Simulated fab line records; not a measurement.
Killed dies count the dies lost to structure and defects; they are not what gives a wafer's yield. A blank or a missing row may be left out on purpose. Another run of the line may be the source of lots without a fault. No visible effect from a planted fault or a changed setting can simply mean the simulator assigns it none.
Chamber matching || flow nandHarc || rieDiel-04 running NHARC_P_GATE_STRIP_108: 4 sister chambers
The step strips in O2. 16 wafers are shown with their chamber, then 8 later ones without.

WAFERS PAIRED WITH THEIR CHAMBERS
{"wafer": "L273.2", "chamber": 3, "showerheadPlenumPTorr (Torr)": 3.51, "drypumpMotorCurrentA (A)": 5.77, "oesProductAu (a.u.)": 1.005}
{"wafer": "L273.4", "chamber": 2, "showerheadPlenumPTorr (Torr)": 3.62, "drypumpMotorCurrentA (A)": 5.34, "oesProductAu (a.u.)": 1.011}
{"wafer": "L273.5", "chamber": 3, "showerheadPlenumPTorr (Torr)": 3.51, "drypumpMotorCurrentA (A)": 5.76, "oesProductAu (a.u.)": 1.005}
{"wafer": "L277.1", "chamber": 1, "showerheadPlenumPTorr (Torr)": 3.65, "drypumpMotorCurrentA (A)": 5.59, "oesProductAu (a.u.)": 0.993}
{"wafer": "L277.3", "chamber": 3, "showerheadPlenumPTorr (Torr)": 3.51, "drypumpMotorCurrentA (A)": 5.77, "oesProductAu (a.u.)": 1.007}
{"wafer": "L277.5", "chamber": 1, "showerheadPlenumPTorr (Torr)": 3.65, "drypumpMotorCurrentA (A)": 5.59, "oesProductAu (a.u.)": 0.989}
{"wafer": "L280.1", "chamber": 2, "showerheadPlenumPTorr (Torr)": 3.62, "drypumpMotorCurrentA (A)": 5.37, "oesProductAu (a.u.)": 1.017}
{"wafer": "L280.2", "chamber": 3, "showerheadPlenumPTorr (Torr)": 3.51, "drypumpMotorCurrentA (A)": 5.77, "oesProductAu (a.u.)": 0.999}
{"wafer": "L280.3", "chamber": 0, "showerheadPlenumPTorr (Torr)": 3.74, "drypumpMotorCurrentA (A)": 6.15, "oesProductAu (a.u.)": 1.017}
{"wafer": "L284.1", "chamber": 2, "showerheadPlenumPTorr (Torr)": 3.62, "drypumpMotorCurrentA (A)": 5.33, "oesProductAu (a.u.)": 1.018}
{"wafer": "L284.4", "chamber": 0, "showerheadPlenumPTorr (Torr)": 3.74, "drypumpMotorCurrentA (A)": 6.16, "oesProductAu (a.u.)": 1.014}
{"wafer": "L284.6", "chamber": 2, "showerheadPlenumPTorr (Torr)": 3.62, "drypumpMotorCurrentA (A)": 5.38, "oesProductAu (a.u.)": 1.015}
{"wafer": "L290.1", "chamber": 0, "showerheadPlenumPTorr (Torr)": 3.73, "drypumpMotorCurrentA (A)": 6.14, "oesProductAu (a.u.)": 1.004}
{"wafer": "L290.2", "chamber": 3, "showerheadPlenumPTorr (Torr)": 3.51, "drypumpMotorCurrentA (A)": 5.78, "oesProductAu (a.u.)": 1.001}
{"wafer": "L290.3", "chamber": 2, "showerheadPlenumPTorr (Torr)": 3.62, "drypumpMotorCurrentA (A)": 5.35, "oesProductAu (a.u.)": 0.998}
{"wafer": "L291.2", "chamber": 2, "showerheadPlenumPTorr (Torr)": 3.62, "drypumpMotorCurrentA (A)": 5.36, "oesProductAu (a.u.)": 1.009}

SIGNATURES, as means of the wafers listed above
{"reading": "showerheadPlenumPTorr", "chamber 0": 3.7367, "chamber 1": 3.6500, "chamber 2": 3.6200, "chamber 3": 3.5100, "scatter within a chamber": 0.00236}
{"reading": "drypumpMotorCurrentA", "chamber 0": 6.1500, "chamber 1": 5.5900, "chamber 2": 5.3550, "chamber 3": 5.7700, "scatter within a chamber": 0.0134}
{"reading": "oesProductAu", "chamber 0": 1.01167, "chamber 1": 0.99100, "chamber 2": 1.01133, "chamber 3": 1.00340, "scatter within a chamber": 0.0059}
Rule: for each reading, subtract the chamber's mean from the wafer's reading, divide by that reading's scatter and square the result; add these up over the readings and take the root, which gives the wafer's distance from the chamber. If the next closest chamber is less than 2 further off than the closest, the wafer can't be placed; otherwise it belongs to the closest. The scatter is the square root of a quotient: the sum, over the shown wafers, of each reading's squared deviation from its chamber's mean, divided by wafers minus chambers.

WAFERS WHOSE CHAMBER IS MISSING
{"wafer": "L291.4", "showerheadPlenumPTorr (Torr)": 3.65, "drypumpMotorCurrentA (A)": 5.58, "oesProductAu (a.u.)": 0.996}
{"wafer": "L291.5", "showerheadPlenumPTorr (Torr)": 3.51, "drypumpMotorCurrentA (A)": 5.82, "oesProductAu (a.u.)": 0.994}
{"wafer": "L292.3", "showerheadPlenumPTorr (Torr)": 3.62, "drypumpMotorCurrentA (A)": 5.33, "oesProductAu (a.u.)": 1.005}
{"wafer": "L292.4", "showerheadPlenumPTorr (Torr)": 3.73, "drypumpMotorCurrentA (A)": 6.15, "oesProductAu (a.u.)": 1.010}
{"wafer": "L292.6", "showerheadPlenumPTorr (Torr)": 3.73, "drypumpMotorCurrentA (A)": 6.16, "oesProductAu (a.u.)": 1.002}
{"wafer": "L294.1", "showerheadPlenumPTorr (Torr)": 3.61, "drypumpMotorCurrentA (A)": 5.33, "oesProductAu (a.u.)": 1.016}
{"wafer": "L294.2", "showerheadPlenumPTorr (Torr)": 3.51, "drypumpMotorCurrentA (A)": 5.82, "oesProductAu (a.u.)": 1.007}
{"wafer": "L294.6", "showerheadPlenumPTorr (Torr)": 3.62, "drypumpMotorCurrentA (A)": 5.36, "oesProductAu (a.u.)": 1.018}

WHICH CHAMBER EACH WENT THROUGH
{"wafer": "L291.4", "from the rows above": 1, "in truth": 1}
{"wafer": "L291.5", "from the rows above": 3, "in truth": 3}
{"wafer": "L292.3", "from the rows above": 2, "in truth": 2}
{"wafer": "L292.4", "from the rows above": 0, "in truth": 0}
{"wafer": "L292.6", "from the rows above": 0, "in truth": 0}
{"wafer": "L294.1", "from the rows above": 2, "in truth": 2}
{"wafer": "L294.2", "from the rows above": 3, "in truth": 3}
{"wafer": "L294.6", "from the rows above": 2, "in truth": 2}
Correct placement for 8 of the 8. Number that these rows cannot place: 0. Placed wrongly: 0.
